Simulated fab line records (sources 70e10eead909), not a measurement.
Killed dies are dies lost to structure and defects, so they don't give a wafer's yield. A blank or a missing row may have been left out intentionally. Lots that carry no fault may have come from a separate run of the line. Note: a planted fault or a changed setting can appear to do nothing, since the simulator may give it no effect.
A lot that was struck, set against a sound lot | flow nand harc | 21 steps out of a route of 1302
Sound: these wafers, L670.1, L670.2, L670.4. Wafers L684.1, L684.3, L684.4 were the ones struck. At the end, the cause is stated.
For every step that has rows: the tool of each side, followed by ch and its chambers, followed by its first start. Under that, the readings that differ: sound wafers | struck wafers | difference of the means | sigmas: that difference in standard deviations of wafers without a fault.
alike: readings with means less than 2 such deviations apart, plus words and numbers identical on both sides. not compared: withheld readings, readings lacking a value on some wafer, bounds such as >300 that could conceal the same value, and numbers that have no deviation in the record and whose values overlap.
Wherever a step has rows on one side only, a row that says differs or no value, or a row with sigmas, the two part there. Non-overlapping numbers with no deviation appear without sigmas and do not part them. Lack of a reading on every wafer of one side parts them only where that side has two or more wafers.

NHARC_A_BLC_CVD_24: deposits W, target thk 150 nm, time 434 s.
  sound: cvd w-02 ch 0,1; struck: cvd w-01 ch 0,1
  reading                | sound          | struck         | difference | sigmas
  throttle valve pct (%) | 7.76 8.19 8.37 | 7.49 7.75 7.76 | -0.44      | -2
  alike: heater power w
NHARC_A_BLC_CMP_25: polishes, t overpolish 30 s, target thk 150 nm.
  sound on cmp-03 ch 1,2,3, day 23 22:52; struck on cmp-01 ch 0,2,3, day 30 00:04
  alike: motor current A, overpolish run s, slurry flow ml min, time to endpoint s
next, for these wafers, 1 step has no rows: NHARC_A_BLC_SRD_27.
NHARC_A_BLC_INSPECT_28:
  sound on defect inspect-02 at day 23 23:16; struck on defect inspect-01 at day 30 00:28
  reading          | sound       | struck      | difference | sigmas
  raw defect count | 308 387 276 | 555 946 812 | +447       | +3
then, 7 steps without rows for these wafers: NHARC_A_M0_DEP_00 (deposits SiOC, target thk 150 nm); NHARC_A_M0_DEHYDRATE_01 (time 120 s); NHARC_A_M0_HMDS_02 (time 30 s); NHARC_A_M0_COAT_33 (time 65 s); NHARC_A_M0_COAT_03 (resist thk 90 nm); NHARC_A_M0_SOFTBAKE_04 (time 55 s); NHARC_A_M0_EBR_05.
NHARC_A_M0_EXPOSE_06: exposes mask A M0, target cd 80 nm.
  sound on arfi scanner-03 ch 0, day 23 23:55; struck on arfi scanner-03 ch 0, day 30 01:07
  reading              | sound          | struck         | difference | sigmas
  exposure dose mJ cm2 | 83.1 83.1 83.2 | 87.8 87.9 88.0 | +4.8       | +15
  alike: mask
then, 2 steps without rows for these wafers: NHARC_A_M0_PEB_07 (peb time 65 s); NHARC_A_M0_DEVELOP_08 (develop time 35 s).
NHARC_A_M0_CD_MEAS_09 targets a cd of 80 nm.
  sound on cd sem-02 ch 0, day 24 00:03; struck on cd sem-02 ch 0, day 30 01:16
  reading    | sound          | struck         | difference | sigmas
  cd nm (nm) | 80.4 80.4 80.6 | 45.6 72.7 83.0 | -13.4      | -26
NHARC_A_M0_OVL_MEAS_10: pitch 160 nm.
  sound on overlay-01 at day 24 00:08; struck on overlay-02 at day 30 01:21
  reading           | sound          | struck      | difference | sigmas
  overlay x nm (nm) | -2.2 -1.7 -2.4 | 0.6 0.0 0.2 | +2.4       | +3
  alike: overlay y nm
NHARC_A_M0_INSPECT_11:
  sound on defect inspect-02 at day 24 00:11; struck on defect inspect-01 at day 30 01:23
  alike: raw defect count
NHARC_A_M0_DESCUM_14: chemistry O2, time 3 s.
  sound on rie diel-05 ch 2,3, day 24 00:14; struck on rie diel-05 ch 0,2,3, day 30 01:26
  alike: drypump motor current A, oes product au, rf vpp V, showerhead plenum p Torr, throttle valve pct
  not compared: rf hours counter h, model.A_M0.cd nm
NHARC_A_M0_ETCH_34: etches the open film in N2/H2, target depth 40 nm, overetch 12 nm, time 43.94 s.
  sound on rie diel-05 ch 2,3, day 24 00:20; struck on rie diel-05 ch 0,2,3, day 30 01:32
  alike: drypump motor current A, oes product au, rf vpp V, showerhead plenum p Torr, throttle valve pct
  not compared: rf hours counter h
NHARC_A_M0_ETCH_15: etches the open film in C4F8/Ar, target depth 150 nm, overetch 15 nm, time 82.5 s.
  sound: rie diel-05 ch 1,3; struck: rie diel-05 ch 0,1,2
  alike: oes product au, rf vpp V
  not compared: rf hours counter h, model.A_M0.cd nm
NHARC_A_M0_CD_MEAS_16:
  sound on cd sem-02 at day 24 00:35; struck on cd sem-01 at day 30 01:44
  reading    | sound          | struck         | difference | sigmas
  cd nm (nm) | 79.8 79.7 79.5 | 46.0 73.0 83.1 | -12.3      | -21

## WHERE THEY PART
At NHARC_A_BLC_CVD_24 first; at NHARC_A_M0_CD_MEAS_16 last (within this record only).

WHY: what had been put in by the simulator
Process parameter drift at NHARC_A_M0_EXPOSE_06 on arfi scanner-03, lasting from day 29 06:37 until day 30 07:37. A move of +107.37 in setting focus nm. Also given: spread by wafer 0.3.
